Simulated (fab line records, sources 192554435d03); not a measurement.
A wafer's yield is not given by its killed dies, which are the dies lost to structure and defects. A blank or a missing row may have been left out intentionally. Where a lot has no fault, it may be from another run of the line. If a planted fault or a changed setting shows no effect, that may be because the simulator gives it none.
The tool behind it: which one? + flow n5_finfet + Sampling: 24 lots, 72 wafers, 4 of 1938 route steps

== WHAT THE GAUGES SHOWED, per wafer ==
N5_GATE_CUT_CD_MEAS_13 targets a cd of 20 nm. Usual: cd_nm at 20.08 nm, with a standard deviation of 0.29.
| lot  | measured     | on        | cd_nm (nm)        | flag |
|------|--------------|-----------|-------------------|------|
| L074 | day 4 16:10  | cd_sem-03 | 19.80 20.09 20.25 |      |
| L075 | day 4 21:39  | cd_sem-01 | 20.16 19.86 20.44 |      |
| L076 | day 4 22:53  | cd_sem-01 | 20.12 20.01 20.52 |      |
| L077 | day 5 06:35  | cd_sem-01 | 20.49 20.57 20.44 |      |
| L078 | day 5 14:44  | cd_sem-02 | 20.24 20.17 19.77 |      |
| L079 | day 5 16:58  | cd_sem-03 | 19.30 20.12 20.16 |      |
| L080 | day 5 23:13  | cd_sem-03 | 20.04 20.14 20.32 |      |
| L081 | day 6 05:04  | cd_sem-03 | 20.38 19.75 19.69 |      |
| L083 | day 6 16:50  | cd_sem-02 | 19.74 20.33 20.22 |      |
| L082 | day 6 18:07  | cd_sem-02 | 19.88 20.21 20.26 |      |
| L084 | day 7 01:21  | cd_sem-02 | 19.92 19.83 20.21 |      |
| L085 | day 7 06:05  | cd_sem-01 | 20.20 20.07 20.05 |      |
| L086 | day 7 11:47  | cd_sem-02 | 20.31 20.32 20.45 |      |
| L087 | day 7 21:13  | cd_sem-01 | 19.85 19.49 19.91 |      |
| L088 | day 8 06:53  | cd_sem-02 | 20.16 20.40 20.14 |      |
| L089 | day 8 08:10  | cd_sem-02 | 20.07 19.44 19.86 |      |
| L090 | day 8 13:56  | cd_sem-01 | 19.99 19.86 20.11 |      |
| L091 | day 8 21:04  | cd_sem-03 | 20.40 20.37 20.28 |      |
| L092 | day 9 01:37  | cd_sem-03 | 19.52 20.52 20.00 |      |
| L093 | day 9 07:10  | cd_sem-03 | 20.04 20.27 20.11 |      |
| L094 | day 9 12:35  | cd_sem-03 | 20.04 20.28 20.27 |      |
| L095 | day 10 01:08 | cd_sem-01 | 19.90 19.81 20.02 |      |
| L096 | day 10 02:38 | cd_sem-03 | 19.33 19.88 19.85 |      |
| L097 | day 10 09:16 | cd_sem-01 | 20.40 20.06 20.39 |      |

N5_MOL_CONTACT_COAG_INSPECT_10: inspects for defects (brightfield). Usual: raw_defect_count at 71, with a standard deviation of 31.
| lot  | measured     | on                | raw_defect_count | flag |
|------|--------------|-------------------|------------------|------|
| L074 | day 4 20:29  | defect_inspect-02 | 44 41 47         |      |
| L075 | day 5 01:56  | defect_inspect-01 | 52 31 35         |      |
| L076 | day 5 03:32  | defect_inspect-02 | 84 53 123        |      |
| L077 | day 5 10:28  | defect_inspect-01 | 95 113 61        |      |
| L078 | day 5 18:44  | defect_inspect-02 | 68 87 54         |      |
| L079 | day 5 21:07  | defect_inspect-02 | 58 39 56         |      |
| L080 | day 6 03:05  | defect_inspect-02 | 56 58 41         |      |
| L081 | day 6 09:03  | defect_inspect-02 | 49 79 57         |      |
| L083 | day 6 21:01  | defect_inspect-01 | 71 98 99         |      |
| L082 | day 6 22:23  | defect_inspect-02 | 63 88 95         |      |
| L084 | day 7 05:39  | defect_inspect-01 | 79 68 63         |      |
| L085 | day 7 10:06  | defect_inspect-02 | 39 54 58         |      |
| L086 | day 7 15:46  | defect_inspect-01 | 45 35 52         |      |
| L087 | day 8 01:09  | defect_inspect-02 | 79 82 55         |      |
| L088 | day 8 11:04  | defect_inspect-01 | 41 49 41         |      |
| L089 | day 8 12:25  | defect_inspect-01 | 59 58 80         |      |
| L090 | day 8 18:20  | defect_inspect-01 | 72 82 65         |      |
| L091 | day 9 02:35  | defect_inspect-01 | 110 68 58        |      |
| L092 | day 9 05:32  | defect_inspect-02 | 54 53 52         |      |
| L093 | day 9 11:02  | defect_inspect-02 | 32 33 44         |      |
| L094 | day 9 16:38  | defect_inspect-02 | 52 89 120        |      |
| L095 | day 10 05:09 | defect_inspect-02 | 46 40 93         |      |
| L096 | day 10 06:31 | defect_inspect-01 | 100 93 193       |      |
| L097 | day 10 13:31 | defect_inspect-01 | 64 71 91         |      |

== TOOL THAT RAN EACH LOT (tool first, then ch and the chambers of the sampled wafers, then the start) ==
| lot  | N5_GATE_CUT_ETCH_47               | N5_GATE_CUT_CMP_23            |
|------|-----------------------------------|-------------------------------|
| L074 | rie_metal-02 ch 0,1, day 4 16:50  | cmp-01 ch 0,1,2, day 4 19:08  |
| L075 | rie_metal-01 ch 0, day 4 22:29    | cmp-04 ch 1,2,3, day 5 00:25  |
| L076 | rie_metal-03 ch 0,1, day 5 00:05  | cmp-01 ch 1,2,3, day 5 02:11  |
| L077 | rie_metal-03 ch 0,1, day 5 07:16  | cmp-01 ch 0,1,2, day 5 09:02  |
| L078 | rie_metal-01 ch 0,1, day 5 15:25  | cmp-04 ch 0,3, day 5 17:11    |
| L079 | rie_metal-01 ch 0,1, day 5 17:38  | cmp-01 ch 0,1,3, day 5 19:25  |
| L080 | rie_metal-03 ch 0,1, day 5 23:53  | cmp-04 ch 1,2,3, day 6 01:42  |
| L081 | rie_metal-03 ch 0,1, day 6 05:43  | cmp-03 ch 0,1, day 6 07:31    |
| L083 | rie_metal-03 ch 0,1, day 6 17:49  | cmp-03 ch 0,1, day 6 19:35    |
| L082 | rie_metal-03 ch 0,1, day 6 18:47  | cmp-01 ch 0,2, day 6 20:58    |
| L084 | rie_metal-01 ch 0,1, day 7 02:19  | cmp-04 ch 1,2, day 7 04:08    |
| L085 | rie_metal-03 ch 0, day 7 06:46    | cmp-04 ch 0,1,2, day 7 08:34  |
| L086 | rie_metal-01 ch 0, day 7 12:26    | cmp-03 ch 2,3, day 7 14:14    |
| L087 | rie_metal-03 ch 0,1, day 7 21:53  | cmp-04 ch 1,2,3, day 7 23:41  |
| L088 | rie_metal-02 ch 0,1, day 8 07:46  | cmp-03 ch 0,1,2, day 8 09:45  |
| L089 | rie_metal-03 ch 0,1, day 8 09:11  | cmp-04 ch 1,2,3, day 8 11:06  |
| L090 | rie_metal-03 ch 0,1, day 8 14:37  | cmp-01 ch 1,2,3, day 8 16:52  |
| L091 | rie_metal-01 ch 0,1, day 8 22:02  | cmp-01 ch 0,1,2, day 9 01:00  |
| L092 | rie_metal-03 ch 0,1, day 9 02:20  | cmp-04 ch 0,1, day 9 04:08    |
| L093 | rie_metal-03 ch 0,1, day 9 07:49  | cmp-01 ch 2,3, day 9 09:40    |
| L094 | rie_metal-01 ch 0,1, day 9 13:24  | cmp-04 ch 0,1,2, day 9 15:16  |
| L095 | rie_metal-01 ch 0,1, day 10 01:49 | cmp-03 ch 1,2,3, day 10 03:36 |
| L096 | rie_metal-03 ch 0,1, day 10 03:19 | cmp-03 ch 1,2,3, day 10 05:08 |
| L097 | rie_metal-01 ch 0,1, day 10 09:58 | cmp-04 ch 0,3, day 10 11:53   |
- N5_GATE_CUT_ETCH_47: etches SiO2 in Cl2/BCl3, target depth 10 nm.
- N5_GATE_CUT_CMP_23: polishes, stops on SiO2, t overpolish 23.4 s, target thk 16 nm.

== WHAT THE TOOLS THEMSELVES READ (means of the sampled wafers that have a number; where no wafer has one, the mark that the record gives instead) ==
N5_GATE_CUT_ETCH_47. Usual: chamber_pressure_mTorr 10.002 mTorr, standard deviation 0.0082; drypump_motor_current_A 5.7 A, standard deviation 0.64; oes_product_au 0.85 a.u., standard deviation 0.086; throttle_valve_pct 22.67 %, standard deviation 0.093.
| lot  | tool         | chamber_pressure_mTorr (mTorr) | drypump_motor_current_A (A) | oes_product_au (a.u.) | throttle_valve_pct (%) | flag |
|------|--------------|--------------------------------|-----------------------------|-----------------------|------------------------|------|
| L074 | rie_metal-02 | 10.005                         | 5.8                         | 0.70                  | 22.90                  |      |
| L075 | rie_metal-01 | 10.002                         | 4.6                         | 0.97                  | 22.58                  |      |
| L076 | rie_metal-03 | 9.999                          | 5.9                         | 0.83                  | 22.69                  |      |
| L077 | rie_metal-03 | 10.004                         | 5.9                         | 0.82                  | 22.69                  |      |
| L078 | rie_metal-01 | 9.998                          | 5.0                         | 0.97                  | 22.57                  |      |
| L079 | rie_metal-01 | 9.999                          | 5.1                         | 0.96                  | 22.58                  |      |
| L080 | rie_metal-03 | 9.998                          | 6.0                         | 0.82                  | 22.69                  |      |
| L081 | rie_metal-03 | 10.004                         | 5.9                         | 0.81                  | 22.68                  |      |
| L083 | rie_metal-03 | 10.001                         | 6.2                         | 0.85                  | 22.70                  |      |
| L082 | rie_metal-03 | 10.011                         | 6.2                         | 0.85                  | 22.70                  |      |
| L084 | rie_metal-01 | 10.001                         | 5.5                         | 0.94                  | 22.57                  |      |
| L085 | rie_metal-03 | 10.004                         | 6.5                         | 0.89                  | 22.72                  |      |
| L086 | rie_metal-01 | 9.994                          | 4.6                         | 0.94                  | 22.59                  |      |
| L087 | rie_metal-03 | 10.003                         | 6.0                         | 0.80                  | 22.69                  |      |
| L088 | rie_metal-02 | 10.007                         | 5.6                         | 0.66                  | 22.91                  |      |
| L089 | rie_metal-03 | 9.998                          | 6.2                         | 0.83                  | 22.72                  |      |
| L090 | rie_metal-03 | 10.005                         | 6.2                         | 0.83                  | 22.71                  |      |
| L091 | rie_metal-01 | 10.004                         | 5.0                         | 0.92                  | 22.58                  |      |
| L092 | rie_metal-03 | 9.999                          | 6.2                         | 0.83                  | 22.72                  |      |
| L093 | rie_metal-03 | 10.001                         | 6.0                         | 0.79                  | 22.71                  |      |
| L094 | rie_metal-01 | 10.007                         | 5.4                         | 0.91                  | 22.58                  |      |
| L095 | rie_metal-01 | 10.002                         | 5.0                         | 0.91                  | 22.58                  |      |
| L096 | rie_metal-03 | 10.012                         | 6.2                         | 0.82                  | 22.73                  |      |
| L097 | rie_metal-01 | 9.996                          | 5.0                         | 0.90                  | 22.59                  |      |

N5_GATE_CUT_CMP_23. Usual: motor_current_A 8.7 A, standard deviation 1.2; overpolish_run_s 23.401 s, standard deviation 0.0089; time_to_endpoint_s 20.2 s, standard deviation 2.6.
| lot  | tool   | motor_current_A (A) | overpolish_run_s (s) | time_to_endpoint_s (s) | flag |
|------|--------|---------------------|----------------------|------------------------|------|
| L074 | cmp-01 | 10.0                | 23.401               | 20.8                   |      |
| L075 | cmp-04 | 8.7                 | 23.405               | 19.9                   |      |
| L076 | cmp-01 | 9.0                 | 23.418               | 18.8                   |      |
| L077 | cmp-01 | 10.0                | 23.399               | 19.8                   |      |
| L078 | cmp-04 | 7.5                 | 23.405               | 23.6                   |      |
| L079 | cmp-01 | 9.7                 | 23.396               | 13.7                   |      |
| L080 | cmp-04 | 8.7                 | 23.402               | 20.7                   |      |
| L081 | cmp-03 | 7.7                 | 23.402               | 24.3                   |      |
| L083 | cmp-03 | 7.7                 | 23.402               | 22.4                   |      |
| L082 | cmp-01 | 10.5                | 23.393               | 19.7                   |      |
| L084 | cmp-04 | 8.5                 | 23.397               | 22.2                   |      |
| L085 | cmp-04 | 8.2                 | 23.410               | 21.6                   |      |
| L086 | cmp-03 | 8.6                 | 23.393               | 18.7                   |      |
| L087 | cmp-04 | 8.7                 | 23.402               | 20.5                   |      |
| L088 | cmp-03 | 7.4                 | 23.407               | 18.5                   |      |
| L089 | cmp-04 | 8.9                 | 23.411               | 21.9                   |      |
| L090 | cmp-01 | 9.1                 | 23.411               | 21.1                   |      |
| L091 | cmp-01 | 9.6                 | 23.396               | 19.2                   |      |
| L092 | cmp-04 | 8.8                 | 23.402               | 19.7                   |      |
| L093 | cmp-01 | 9.2                 | 23.394               | 19.9                   |      |
| L094 | cmp-04 | 8.1                 | 23.404               | 23.0                   |      |
| L095 | cmp-03 | 8.3                 | 23.402               | 18.7                   |      |
| L096 | cmp-03 | 8.3                 | 23.394               | 17.1                   |      |
| L097 | cmp-04 | 7.4                 | 23.402               | 19.5                   |      |

== THE ANSWER, worked out from the rows above alone ==
Rule: lot off if the mean of its wafers having a number is beyond 3 standard deviations from the usual mean. A lot without any number at a reading at which 4 lots or more have one is off too. Where the step has rows for the other lots, those lots are counted as sound. The gauges are gone through in route order, then the tools' own readings, and for those a lot's mean is taken as printed above. The first step at which some lot is off is used, and at that step the reading that is off furthest; a lot without a number counts as furthest.
Nothing can be told from this: no lot is off at any reading shown.

== WHAT THE SIMULATOR PUT IN ==
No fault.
